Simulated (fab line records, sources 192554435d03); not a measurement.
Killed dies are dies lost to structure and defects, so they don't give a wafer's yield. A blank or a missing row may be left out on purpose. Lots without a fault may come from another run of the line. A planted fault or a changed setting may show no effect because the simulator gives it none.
Split-lot experiment | flow n5_finfet | 7 lots, 39 wafers read, on a route of 1938 steps

THE SPLIT
At N5_BEOL_M13_ILD_DEP_00 (deposits SiOC from DEMS/O2, target thk 837.92 nm, time 166.4 s), the setting time_s was moved away from the recipe's 166.4 s on 9 of the 39 wafers read, by -39.7% to +49.3%. The other wafers ran this setting at the recipe's value.

The file shows no step between the split and the reading.

THE READING
M13_ILD_THK, in nm, at N5_BEOL_M13_THK_MEAS_01. Fault-free wafers of this fab line usually give 839 nm, standard deviation 11 nm.

wafer  | tool, chamber at the split | time_s as run, s | against the recipe | M13_ILD_THK, nm | against lot-mates on the recipe
L075.1 | pecvd-01, 2                | 166.4            | recipe             | 850             | -
L075.2 | pecvd-01, 1                | 166.4            | recipe             | 850             | -
L075.3 | pecvd-01, 0                | 248.4            | +49.3%             | 1255            | +403
L075.4 | pecvd-01, 1                | 248.4            | +49.3%             | 1279            | +427
L075.5 | pecvd-01, 2                | 166.4            | recipe             | 857             | -
L075.6 | pecvd-01, 0                | 248.4            | +49.3%             | 1273            | +421
L077.1 | pecvd-02, 0                | 166.4            | recipe             | 838             | -
L077.2 | pecvd-02, 1                | 133.5            | -19.8%             | 673             | -165
L077.3 | pecvd-02, 2                | 166.4            | recipe             | 828             | -
L077.4 | pecvd-02, 1                | 166.4            | recipe             | 847             | -
L077.5 | pecvd-02, 2                | 133.5            | -19.8%             | 684             | -154
L077.6 | pecvd-02, 0                | 133.5            | -19.8%             | 677             | -161
L076.1 | pecvd-02, 0                | 166.4            | recipe             | 824             | -
L076.2 | pecvd-02, 1                | 166.4            | recipe             | 821             | -
L076.3 | pecvd-02, 2                | 166.4            | recipe             | 826             | -
L076.4 | pecvd-02, 1                | 166.4            | recipe             | 840             | -
L076.5 | pecvd-02, 2                | 166.4            | recipe             | 837             | -
L076.6 | pecvd-02, 0                | 166.4            | recipe             | 835             | -
L078.1 | pecvd-01, 2                | 166.4            | recipe             | 830             | -
L078.2 | pecvd-01, 1                | 166.4            | recipe             | 838             | -
L078.3 | pecvd-01, 0                | 166.4            | recipe             | 847             | -
L078.4 | pecvd-01, 2                | 166.4            | recipe             | 846             | -
L078.5 | pecvd-01, 1                | 166.4            | recipe             | 852             | -
L078.6 | pecvd-01, 0                | 166.4            | recipe             | 851             | -
L081.1 | pecvd-02, 2                | 166.4            | recipe             | 836             | -
L081.4 | pecvd-02, 2                | 166.4            | recipe             | 843             | -
L081.6 | pecvd-02, 0                | 166.4            | recipe             | 850             | -
L084.1 | pecvd-04, 1                | 166.4            | recipe             | 825             | -
L084.2 | pecvd-04, 2                | 166.4            | recipe             | 823             | -
L084.3 | pecvd-04, 0                | 166.4            | recipe             | 818             | -
L084.4 | pecvd-04, 0                | 166.4            | recipe             | 842             | -
L084.5 | pecvd-04, 1                | 166.4            | recipe             | 831             | -
L084.6 | pecvd-04, 2                | 166.4            | recipe             | 833             | -
L090.1 | pecvd-04, 1                | 166.4            | recipe             | 835             | -
L090.2 | pecvd-04, 2                | 166.4            | recipe             | 841             | -
L090.3 | pecvd-04, 0                | 166.4            | recipe             | 829             | -
L090.4 | pecvd-04, 1                | 100.4            | -39.7%             | 509             | -326
L090.5 | pecvd-04, 2                | 100.4            | -39.7%             | 512             | -323
L090.6 | pecvd-04, 0                | 100.4            | -39.7%             | 505             | -330

THE FIT
A straight line over all 39 wafers: M13_ILD_THK changes by +8.53 nm for each +1% of time_s; r = +1.00; the points scatter about the line by 11 nm.
The same after taking each lot's own level away (the mean of its wafers on the recipe; 39 wafers): +8.34 nm for each +1%; r = +1.00; scatter 7.3 nm.
On that fit, the largest move of time_s shifts the reading by 4.1e+02 nm.
The lots' own levels span 828.7 to 852.3 nm, that is 2.2 times the standard deviation above.
So the lot-to-lot level changes the slope little: the two slopes agree.
Check: with one of the wafers moved furthest among these (+49.3%) left out of the fit, the line predicts +415 nm for it against its lot-mates. It came out at +403 nm against them.

THE WHOLE CHAIN: every reading that the file lists as answering this split, in the file's order
step                    | what it does                                                   | reading                                                                             | change (the file's fit)                                                                       | r (the file's)
N5_BEOL_M13_ILD_DEP_00  | deposits SiOC from DEMS/O2, target thk 837.92 nm, time 166.4 s | SiOC_of_BEOL_M13_ILD_DEP_00.thk_nm (the simulator's own value, which no gauge read) | +8.33 nm for each +1% of the setting                                                          | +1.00
N5_BEOL_M13_THK_MEAS_01 |                                                                | M13_ILD_THK                                                                         | +8.34 for each +1% of the setting                                                             | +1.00
N5_BEOL_M13_VIA_ETCH_16 | etches SiOC in C4F8/O2/Ar, target depth 921.7 nm               | etch.depth_nm (the simulator's own value, which no gauge read)                      | +8.33 nm for each +1% of the setting                                                          | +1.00
N5_BEOL_M13_VIA_ETCH_16 | etches SiOC in C4F8/O2/Ar, target depth 921.7 nm               | coat_of_BEOL_M13_COAT_04.thk_nm (the simulator's own value, which no gauge read)    | -1.82 nm for each +1% of the setting                                                          | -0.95
N5_BEOL_M13_STRIP_63    | strips in N2/H2                                                | oes_product_au                                                                      | not straight: 0.703 at the lowest setting, 0.674 at the recipe, 0.231 at the highest          | not given
N5_BEOL_M13_STRIP_63    | strips in N2/H2                                                | strip_time_to_endpoint_s                                                            | not straight: withheld at the lowest setting, withheld at the recipe, withheld at the highest | not given

THE FILE'S OWN FIT
M13_ILD_THK changes by +8.34 nm for each +1% of time_s, r = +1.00.
